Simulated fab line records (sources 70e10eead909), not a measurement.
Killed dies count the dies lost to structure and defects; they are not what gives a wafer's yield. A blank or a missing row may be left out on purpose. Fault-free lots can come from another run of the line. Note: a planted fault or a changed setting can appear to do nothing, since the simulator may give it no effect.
What tool caused it?    flow nand_harc    63 wafers from 21 lots sampled at 6 of the route's 1302 steps

## WHAT EACH GAUGE READ, for each wafer
No reading from a measuring or inspecting step in the record can be judged against a usual standard deviation.

## WHAT TOOL EACH LOT RAN ON (gives the tool, then ch and the chambers of the sampled wafers, and finally the start)
lot   NHARC_A_STAIRCASE_ETCH_169          NHARC_A_STAIRCASE_DESCUM_11         NHARC_A_STAIRCASE_ETCH_19                      NHARC_A_STAIRCASE_DESCUM_186        NHARC_A_STAIRCASE_TRIM_222        NHARC_A_STAIRCASE_TRIM_226
L074  rie_diel-08 ch 1,2,3, day 15 12:44  rie_diel-08 ch 1,2, day 15 14:26    rie_diel-08 ch 2,3, day 15 18:37 or earlier    rie_diel-12 ch 0,1, day 15 18:37    rie_diel-12 ch 0,2,3, no start    rie_diel-12 ch 0,3, no start
L076  rie_diel-07 ch 1,2,3, day 16 08:25  rie_diel-07 ch 1,2,3, day 16 10:16  rie_diel-07 ch 0,1,3, day 16 14:07 or earlier  rie_diel-07 ch 0,2,3, day 16 14:07  rie_diel-07 ch 2,3, no start      rie_diel-07 ch 1,2,3, no start
L075  rie_diel-07 ch 0,3, day 16 08:51    rie_diel-12 ch 0,2, day 16 10:37    rie_diel-12 ch 1,2,3, day 16 14:38 or earlier  rie_diel-07 ch 1,2, day 16 14:38    rie_diel-12 ch 0,2,3, no start    rie_diel-12 ch 1,2, no start
L079  rie_diel-08 ch 0,1,3, day 17 12:58  rie_diel-08 ch 0,1,3, day 17 14:44  rie_diel-08 ch 0,2,3, day 17 21:43 or earlier  rie_diel-08 ch 1,2,3, day 17 21:43  rie_diel-12 ch 0,2,3, no start    rie_diel-12 ch 0,1,2, no start
L078  rie_diel-08 ch 0,1,2, day 17 13:08  rie_diel-07 ch 1,3, day 17 14:55    rie_diel-07 ch 1,2,3, day 17 22:53 or earlier  rie_diel-12 ch 1,2,3, day 17 22:53  rie_diel-12 ch 0,1,3, no start    rie_diel-12 ch 0,2,3, no start
L080  rie_diel-07 ch 0,2,3, day 17 23:14  rie_diel-08 ch 0,2,3, day 18 00:51  rie_diel-08 ch 0,2,3, day 18 04:24 or earlier  rie_diel-07 ch 0,2,3, day 18 04:24  rie_diel-07 ch 0,1,2, no start    rie_diel-07 ch 1,2,3, no start
L081  rie_diel-08 ch 0,2,3, day 18 22:31  rie_diel-08 ch 2,3, day 19 00:07    rie_diel-08 ch 1,3, day 19 04:09 or earlier    rie_diel-12 ch 0,2,3, day 19 04:09  rie_diel-12 ch 1,2, no start      rie_diel-12 ch 0,2,3, no start
L082  rie_diel-07 ch 0,1, day 19 01:55    rie_diel-08 ch 1,3, day 19 03:33    rie_diel-08 ch 0,2,3, day 19 07:13 or earlier  rie_diel-08 ch 2,3, day 19 07:13    rie_diel-08 ch 0,2,3, no start    rie_diel-08 ch 0,2,3, no start
L083  rie_diel-07 ch 0,1, day 19 16:52    rie_diel-08 ch 1,2,3, day 19 18:41  rie_diel-08 ch 0,1,2, day 19 22:47 or earlier  rie_diel-08 ch 0,1,3, day 19 22:47  rie_diel-12 ch 0,1, no start      rie_diel-12 ch 1,2,3, no start
L084  rie_diel-08 ch 0,1, day 20 01:59    rie_diel-12 ch 0,2, day 20 03:44    rie_diel-12 ch 0,2,3, day 20 07:46 or earlier  rie_diel-07 ch 0,1,3, day 20 07:46  rie_diel-12 ch 2,3, no start      rie_diel-12 ch 0,2, no start
L085  rie_diel-12 ch 0,2,3, day 20 05:42  rie_diel-12 ch 0,2,3, day 20 07:28  rie_diel-12 ch 0,1,3, day 20 11:20 or earlier  rie_diel-07 ch 2,3, day 20 11:20    rie_diel-12 ch 0,2, day 20 15:35  rie_diel-08 ch 0,1, no start
L087  rie_diel-12 ch 0,1, day 20 11:19    rie_diel-07 ch 0,1,2, day 20 13:06  rie_diel-07 ch 0,1,2, day 20 16:53 or earlier  rie_diel-08 ch 0,3, day 20 16:53    rie_diel-07 ch 1,2, no start      rie_diel-07 ch 0,1,3, no start
L086  rie_diel-08 ch 0,1,2, day 20 11:28  rie_diel-08 ch 0,1,3, day 20 13:15  rie_diel-08 ch 0,1,3, day 20 17:26 or earlier  rie_diel-08 ch 0,2,3, day 20 17:26  rie_diel-08 ch 0,1,2, no start    rie_diel-08 ch 1,2,3, no start
L088  rie_diel-07 ch 1,2,3, day 21 17:16  rie_diel-08 ch 1,2, day 21 18:59    rie_diel-08 ch 1,2, day 21 22:40 or earlier    rie_diel-07 ch 1,2, day 21 22:40    rie_diel-07 ch 0,1, no start      rie_diel-07 ch 1,2, no start
L089  rie_diel-08 ch 0,1,2, day 21 17:25  rie_diel-12 ch 0,2,3, day 21 19:10  rie_diel-12 ch 2,3, day 21 22:50 or earlier    rie_diel-12 ch 0,2, day 21 22:50    rie_diel-07 ch 0,1,3, no start    rie_diel-07 ch 1,2,3, no start
L090  rie_diel-08 ch 0,2,3, day 22 12:11  rie_diel-12 ch 0,1,3, day 22 13:56  rie_diel-12 ch 1,2, day 22 17:41 or earlier    rie_diel-07 ch 0,1,3, day 22 17:41  rie_diel-07 ch 2,3, no start      rie_diel-07 ch 1,2, no start
L091  rie_diel-07 ch 2,3, day 22 23:38    rie_diel-12 ch 2,3, day 23 01:38    rie_diel-12 ch 0,1,3, day 23 05:43 or earlier  rie_diel-07 ch 0,1,3, day 23 05:43  rie_diel-07 ch 1,2, no start      rie_diel-07 ch 0,3, no start
L093  rie_diel-12 ch 0,2,3, day 23 14:13  rie_diel-12 ch 0,1, day 23 15:51    rie_diel-12 ch 0,3, day 23 22:41 or earlier    rie_diel-12 ch 0,1,2, day 23 22:41  rie_diel-12 ch 0,1, no start      rie_diel-12 ch 1,3, no start
L094  rie_diel-12 ch 1,2, day 23 21:54    rie_diel-12 ch 0,2,3, day 24 00:14  rie_diel-12 ch 0,1,3, day 24 04:05 or earlier  rie_diel-08 ch 1,2,3, day 24 04:05  rie_diel-07 ch 0,2, no start      rie_diel-07 ch 0,1,3, no start
L095  rie_diel-08 ch 1,2,3, day 24 18:19  rie_diel-12 ch 0,2,3, day 24 20:03  rie_diel-12 ch 2,3, day 25 00:07 or earlier    rie_diel-12 ch 1,2,3, day 25 00:07  rie_diel-12 ch 0,2,3, no start    rie_diel-12 ch 1,2, no start
L097  rie_diel-07 ch 0,1,3, day 25 21:45  rie_diel-12 ch 0,1, day 25 23:30    rie_diel-12 ch 0,1,3, day 26 03:04 or earlier  rie_diel-12 ch 2,3, day 26 03:04    rie_diel-07 ch 1,2,3, no start    rie_diel-07 ch 0,3, no start
- NHARC_A_STAIRCASE_ETCH_169: etches the open film in CH3F/O2, target depth 50 nm, time 107.1 s.
- NHARC_A_STAIRCASE_DESCUM_11: chemistry O2, time 3 s.
- NHARC_A_STAIRCASE_ETCH_19: etches the open film in C4F8/O2, target depth 100 nm, time 40.5 s.
- NHARC_A_STAIRCASE_DESCUM_186: chemistry O2, time 3 s.
- NHARC_A_STAIRCASE_TRIM_222: chemistry O2, time 211.2 s.
- NHARC_A_STAIRCASE_TRIM_226: chemistry O2, time 211.2 s.

## WHAT THE TOOLS THEMSELVES READ (means of the sampled wafers that have a number; where no wafer has one, the mark that the record gives instead)
NHARC_A_STAIRCASE_ETCH_169. Usual: drypump_motor_current_A 5.8 A, standard deviation 0.41; oes_product_au 0.963 a.u., standard deviation 0.019; rf_vpp_V 243.9 V, standard deviation 1.5; showerhead_plenum_p_Torr 2.42 Torr, standard deviation 0.088; throttle_valve_pct 20.664 %, standard deviation 0.0093.
lot   tool         drypump_motor_current_A (A)  oes_product_au (a.u.)  rf_vpp_V (V)  showerhead_plenum_p_Torr (Torr)  throttle_valve_pct (%)  flag
L074  rie_diel-08  5.9                          0.941                  245.4         2.49                             20.672                  
L076  rie_diel-07  5.7                          0.977                  243.4         2.39                             20.663                  
L075  rie_diel-07  5.6                          0.947                  243.4         2.40                             20.667                  
L079  rie_diel-08  5.9                          0.968                  243.2         2.41                             20.669                  
L078  rie_diel-08  5.8                          0.951                  244.2         2.40                             20.659                  
L080  rie_diel-07  5.5                          0.961                  243.3         2.40                             20.667                  
L081  rie_diel-08  6.0                          0.962                  244.6         2.45                             20.669                  
L082  rie_diel-07  6.1                          0.960                  243.0         2.38                             20.665                  
L083  rie_diel-07  6.1                          0.975                  243.2         2.38                             20.657                  
L084  rie_diel-08  5.7                          0.960                  242.9         2.31                             20.666                  
L085  rie_diel-12  5.9                          0.938                  244.4         2.48                             20.661                  
L087  rie_diel-12  5.7                          0.963                  244.4         2.38                             20.664                  
L086  rie_diel-08  5.7                          0.973                  243.1         2.39                             20.657                  
L088  rie_diel-07  5.7                          0.970                  242.7         2.37                             20.656                  
L089  rie_diel-08  5.7                          0.972                  242.4         2.38                             20.676                  
L090  rie_diel-08  6.1                          0.970                  244.4         2.44                             20.658                  
L091  rie_diel-07  5.2                          0.955                  243.0         2.36                             20.673                  
L093  rie_diel-12  5.9                          0.972                  244.5         2.46                             20.662                  
L094  rie_diel-12  5.8                          0.961                  244.3         2.45                             20.669                  
L095  rie_diel-08  5.9                          0.973                  244.8         2.47                             20.665                  
L097  rie_diel-07  5.7                          0.975                  243.7         2.35                             20.657                  

NHARC_A_STAIRCASE_DESCUM_11. Usual: drypump_motor_current_A 5.8 A, standard deviation 0.32; oes_product_au 0.998 a.u., standard deviation 0.012; rf_vpp_V 57.7 V, standard deviation 0.72; showerhead_plenum_p_Torr 1.90 Torr, standard deviation 0.067; throttle_valve_pct 11.312 %, standard deviation 0.01.
lot   tool         drypump_motor_current_A (A)  oes_product_au (a.u.)  rf_vpp_V (V)  showerhead_plenum_p_Torr (Torr)  throttle_valve_pct (%)  flag
L074  rie_diel-08  5.6                          0.988                  58.3          1.89                             11.314                  
L076  rie_diel-07  5.7                          1.003                  58.7          1.85                             11.309                  
L075  rie_diel-12  5.8                          0.993                  57.6          1.94                             11.316                  
L079  rie_diel-08  5.9                          1.002                  57.4          1.87                             11.308                  
L078  rie_diel-07  5.3                          0.998                  57.3          1.83                             11.307                  
L080  rie_diel-08  6.0                          0.993                  57.6          1.91                             11.309                  
L081  rie_diel-08  6.0                          1.004                  58.1          1.97                             11.310                  
L082  rie_diel-08  6.0                          1.012                  57.8          1.94                             11.306                  
L083  rie_diel-08  5.9                          1.008                  57.8          1.93                             11.323                  
L084  rie_diel-12  5.8                          0.996                  57.8          1.89                             11.322                  
L085  rie_diel-12  5.9                          0.993                  56.9          1.93                             11.317                  
L087  rie_diel-07  6.0                          1.011                  57.5          1.87                             11.319                  
L086  rie_diel-08  5.9                          1.002                  57.3          1.87                             11.314                  
L088  rie_diel-08  5.6                          1.002                  57.9          1.87                             11.315                  
L089  rie_diel-12  5.9                          0.991                  58.6          1.92                             11.317                  
L090  rie_diel-12  5.8                          0.995                  57.6          1.88                             11.315                  
L091  rie_diel-12  5.9                          0.999                  57.8          1.95                             11.297                  
L093  rie_diel-12  5.7                          0.990                  57.8          1.84                             11.304                  
L094  rie_diel-12  5.9                          0.991                  58.1          1.92                             11.310                  
L095  rie_diel-12  5.9                          0.993                  57.4          1.92                             11.311                  
L097  rie_diel-12  5.7                          0.989                  57.9          1.84                             11.311                  

NHARC_A_STAIRCASE_ETCH_19. Usual: oes_product_au 0.942 a.u., standard deviation 0.012; rf_vpp_V 895 V, standard deviation 4.3.
lot   tool         oes_product_au (a.u.)  rf_vpp_V (V)  flag
L074  rie_diel-08  0.930                  900           
L076  rie_diel-07  0.941                  892           
L075  rie_diel-12  0.937                  896           
L079  rie_diel-08  0.936                  895           
L078  rie_diel-07  0.955                  892           
L080  rie_diel-08  0.934                  895           
L081  rie_diel-08  0.951                  896           
L082  rie_diel-08  0.945                  895           
L083  rie_diel-08  0.929                  893           
L084  rie_diel-12  0.928                  897           
L085  rie_diel-12  0.939                  894           
L087  rie_diel-07  0.949                  894           
L086  rie_diel-08  0.939                  893           
L088  rie_diel-08  0.952                  894           
L089  rie_diel-12  0.948                  898           
L090  rie_diel-12  0.937                  896           
L091  rie_diel-12  0.939                  894           
L093  rie_diel-12  0.944                  896           
L094  rie_diel-12  0.940                  894           
L095  rie_diel-12  0.922                  899           
L097  rie_diel-12  0.935                  893           

NHARC_A_STAIRCASE_DESCUM_186. Usual: drypump_motor_current_A 5.8 A, standard deviation 0.39; oes_product_au 0.999 a.u., standard deviation 0.012; rf_vpp_V 57.8 V, standard deviation 0.86; showerhead_plenum_p_Torr 1.89 Torr, standard deviation 0.067; throttle_valve_pct 11.312 %, standard deviation 0.0097.
lot   tool         drypump_motor_current_A (A)  oes_product_au (a.u.)  rf_vpp_V (V)  showerhead_plenum_p_Torr (Torr)  throttle_valve_pct (%)  flag
L074  rie_diel-12  5.7                          0.997                  57.1          1.86                             11.310                  
L076  rie_diel-07  5.5                          1.000                  57.3          1.87                             11.308                  
L075  rie_diel-07  6.2                          1.006                  58.0          1.86                             11.313                  
L079  rie_diel-08  5.9                          1.001                  57.5          1.93                             11.307                  
L078  rie_diel-12  5.8                          0.993                  59.0          1.92                             11.305                  
L080  rie_diel-07  5.5                          1.004                  57.7          1.87                             11.313                  
L081  rie_diel-12  5.9                          0.999                  57.9          1.93                             11.301                  
L082  rie_diel-08  6.3                          1.008                  57.5          1.98                             11.307                  
L083  rie_diel-08  5.9                          1.001                  57.0          1.87                             11.314                  
L084  rie_diel-07  5.7                          0.998                  57.9          1.84                             11.307                  
L085  rie_diel-07  5.5                          1.014                  58.3          1.87                             11.316                  
L087  rie_diel-08  6.0                          0.992                  57.5          1.84                             11.315                  
L086  rie_diel-08  6.0                          0.998                  56.8          1.91                             11.318                  
L088  rie_diel-07  6.2                          1.008                  57.3          1.85                             11.309                  
L089  rie_diel-12  5.8                          0.991                  58.8          1.92                             11.314                  
L090  rie_diel-07  5.7                          0.997                  56.7          1.84                             11.316                  
L091  rie_diel-07  5.7                          1.005                  58.1          1.84                             11.302                  
L093  rie_diel-12  5.8                          1.006                  57.8          1.88                             11.315                  
L094  rie_diel-08  5.9                          0.991                  58.1          1.92                             11.313                  
L095  rie_diel-12  5.8                          0.996                  57.8          1.91                             11.317                  
L097  rie_diel-12  5.9                          0.995                  57.9          1.94                             11.309                  

NHARC_A_STAIRCASE_TRIM_222. Usual: drypump_motor_current_A 5.8 A, standard deviation 0.38; oes_product_au 0.998 a.u., standard deviation 0.012; rf_vpp_V 57.6 V, standard deviation 0.91; showerhead_plenum_p_Torr 3.47 Torr, standard deviation 0.11; throttle_valve_pct 17.037 %, standard deviation 0.0095.
lot   tool         drypump_motor_current_A (A)  oes_product_au (a.u.)  rf_vpp_V (V)  showerhead_plenum_p_Torr (Torr)  throttle_valve_pct (%)  flag
L074  rie_diel-12  5.9                          0.996                  58.3          3.57                             17.039                  
L076  rie_diel-07  5.2                          1.007                  58.1          3.42                             17.035                  
L075  rie_diel-12  5.9                          1.000                  56.8          3.57                             17.049                  
L079  rie_diel-12  5.9                          0.991                  58.3          3.56                             17.040                  
L078  rie_diel-12  5.8                          0.989                  57.9          3.49                             17.032                  
L080  rie_diel-07  6.0                          0.998                  58.3          3.46                             17.034                  
L081  rie_diel-12  5.8                          0.994                  57.1          3.54                             17.039                  
L082  rie_diel-08  6.0                          1.002                  56.9          3.52                             17.037                  
L083  rie_diel-12  5.7                          0.996                  57.6          3.43                             17.029                  
L084  rie_diel-12  6.0                          0.999                  58.1          3.60                             17.043                  
L085  rie_diel-12  5.9                          0.982                  58.4          3.55                             17.039                  
L087  rie_diel-07  6.0                          1.020                  58.5          3.46                             17.035                  
L086  rie_diel-08  5.7                          1.003                  57.7          3.43                             17.029                  
L088  rie_diel-07  6.0                          1.004                  57.3          3.44                             17.041                  
L089  rie_diel-07  5.7                          0.991                  57.1          3.40                             17.038                  
L090  rie_diel-07  5.6                          0.995                  57.0          3.44                             17.036                  
L091  rie_diel-07  6.0                          1.004                  57.0          3.45                             17.042                  
L093  rie_diel-12  5.7                          0.999                  56.9          3.41                             17.033                  
L094  rie_diel-07  5.9                          1.003                  57.1          3.47                             17.036                  
L095  rie_diel-12  5.9                          0.999                  58.1          3.53                             17.030                  
L097  rie_diel-07  5.7                          1.002                  57.0          3.39                             17.040                  

NHARC_A_STAIRCASE_TRIM_226. Usual: drypump_motor_current_A 5.8 A, standard deviation 0.38; oes_product_au 0.999 a.u., standard deviation 0.012; rf_vpp_V 57.5 V, standard deviation 0.79; showerhead_plenum_p_Torr 3.47 Torr, standard deviation 0.11; throttle_valve_pct 17.037 %, standard deviation 0.0084.
lot   tool         drypump_motor_current_A (A)  oes_product_au (a.u.)  rf_vpp_V (V)  showerhead_plenum_p_Torr (Torr)  throttle_valve_pct (%)  flag
L074  rie_diel-12  6.0                          1.007                  57.6          3.57                             17.040                  
L076  rie_diel-07  5.7                          1.007                  57.4          3.43                             17.041                  
L075  rie_diel-12  5.7                          0.993                  57.5          3.49                             17.043                  
L079  rie_diel-12  5.8                          0.991                  57.3          3.49                             17.045                  
L078  rie_diel-12  5.9                          0.977                  56.9          3.56                             17.038                  
L080  rie_diel-07  5.7                          1.005                  57.4          3.42                             17.039                  
L081  rie_diel-12  5.9                          0.992                  57.1          3.56                             17.033                  
L082  rie_diel-08  6.0                          1.001                  58.1          3.52                             17.032                  
L083  rie_diel-12  5.8                          0.991                  58.0          3.54                             17.033                  
L084  rie_diel-12  5.8                          0.995                  57.1          3.49                             17.026                  
L085  rie_diel-08  5.7                          0.994                  57.0          3.32                             17.035                  
L087  rie_diel-07  5.7                          1.000                  57.5          3.40                             17.043                  
L086  rie_diel-08  5.9                          1.007                  57.7          3.55                             17.024                  
L088  rie_diel-07  6.2                          1.017                  57.6          3.42                             17.042                  
L089  rie_diel-07  5.7                          1.003                  58.1          3.41                             17.038                  
L090  rie_diel-07  6.0                          1.005                  57.4          3.45                             17.031                  
L091  rie_diel-07  5.2                          0.975                  57.0          3.39                             17.034                  
L093  rie_diel-12  5.7                          0.997                  56.9          3.45                             17.043                  
L094  rie_diel-07  5.7                          1.002                  57.4          3.39                             17.044                  
L095  rie_diel-12  5.8                          1.000                  57.7          3.51                             17.044                  
L097  rie_diel-07  5.6                          1.009                  58.3          3.41                             17.034                  

## THE ANSWER, worked out from the rows above alone
Rule: a lot is off if the mean of its wafers that have a number lies more than 3 standard deviations from the usual mean. Also off: a lot with no number at a reading for which 4 or more lots have one. All remaining lots with rows at the step are treated as sound. After the gauges, taken in route order, come the tools' own readings; for these a lot's mean is taken, as printed above. The first step at which some lot is off is used, and at that step the reading that is off furthest; a lot without a number counts as furthest.
Nothing can be told from this: no lot is off at any reading shown.

## WHAT THE SIMULATOR HAD INSERTED
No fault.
